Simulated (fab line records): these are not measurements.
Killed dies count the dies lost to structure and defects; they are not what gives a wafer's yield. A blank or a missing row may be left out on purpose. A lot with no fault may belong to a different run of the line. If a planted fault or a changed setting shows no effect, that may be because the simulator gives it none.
Problem report, 8D (eight disciplines) form, completed by code + flow nandHarc + the parts of the form that need people (team, actions taken, sign-off) are left out

1. WHAT WENT WRONG
Mean of thkNm at NHARC_A_ONON_D2_THK_MEAS_27: 1546 nm across 2 wafers in 2 lots; on wafers with no fault it is 998 nm (standard deviation 9.6). Measured from the usual mean, that is +57 standard deviations.
The step: measures by ellipsometry.
First observed at day 19 15:00: wafer L284.1, on filmMetro-01. The record has a number at this step for 42 wafers belonging to 14 lots. By rule, "out" or "out of limits" means more than 4 standard deviations away from the usual mean. The rest of the wafers with a number are treated as sound.

2. WHAT IT IS, WHAT IT ISN'T
| question                    | is                | is not                                                                 |
|-----------------------------|-------------------|------------------------------------------------------------------------|
| which readings at this step | thkNm             | -                                                                      |
| which lots                  | L284, L286        | L268, L269, L270, L271, L272, L273, L275, L276, L277, L279, L281, L282 |
| which wafers of those lots  | L284.1, L286.2    | L284.3, L284.4, L286.3, L286.5                                         |
| read on which gauges        | filmMetro-01      | filmMetro-02                                                           |
| when                        | from day 19 15:00 | up to then (38 sound wafers); but 2 sound wafers of L286 came after    |

3. SUSPECTS, AND WHAT RULES EACH OUT
Counting: a tool at a process step up to the reading stays a suspect if it ran every lot that is out. Sound lots after the first of them don't rule it out here, since some wafers of a struck lot are sound.
- the gauge at NHARC_A_ONON_D2_THK_MEAS_27 is ruled out. All the wafers that are out were read on filmMetro-01, but those of them that NHARC_END_SORT_01 has rows for are out there too, on other tools.
- pecvdOnon-03 at NHARC_A_ONON_D2_DEP_25 (target thk 1000 nm): kept. It processed each lot that is out (first: L284, day 19 14:29); up to then, its last sound lot is L282 (day 18 14:45).
Left after counting: pecvdOnon-03 at NHARC_A_ONON_D2_DEP_25.

4. THE CAUSE (what the simulator had put in)
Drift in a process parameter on pecvdOnon-03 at NHARC_A_ONON_D2_DEP_25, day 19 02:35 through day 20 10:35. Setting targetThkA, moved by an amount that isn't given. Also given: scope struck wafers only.
This tool alone remained once counting was done.

5. THE EFFECT CHAIN, in route order
Each row: a reading whose mean over the struck wafers that have a number lies more than 3 standard deviations from the usual. Only readings whose record carries a usual standard deviation are examined. hours: median over the lots of the time between each lot's start at the first step of this table that gives one and its start at this step. sigmas: the change, counted in usual standard deviations.
| hours | step                        | reading       | usual  | on struck wafers | change | sigmas |
|-------|-----------------------------|---------------|--------|------------------|--------|--------|
| 0     | NHARC_A_ONON_D2_THK_MEAS_27 | thkNm         | 998 nm | 1546             | +548   | +57    |
| 276   | NHARC_END_SORT_01           | killedAtArray | 55     | 673              | +618   | +41    |
| 276   | NHARC_END_SORT_01           | killedDies    | 59     | 677              | +618   | +41    |

6. HOW IT WOULD HAVE BEEN CAUGHT EARLIER
The first out-of-limits reading at a measuring or inspecting step in this record came at day 19 15:00, 12 hours after the fault's start at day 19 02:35.
Lots out: 2; of these, L286 started NHARC_A_ONON_D2_DEP_25 on pecvdOnon-03 after day 19 15:00. Putting the tool on hold at that point would have spared it.
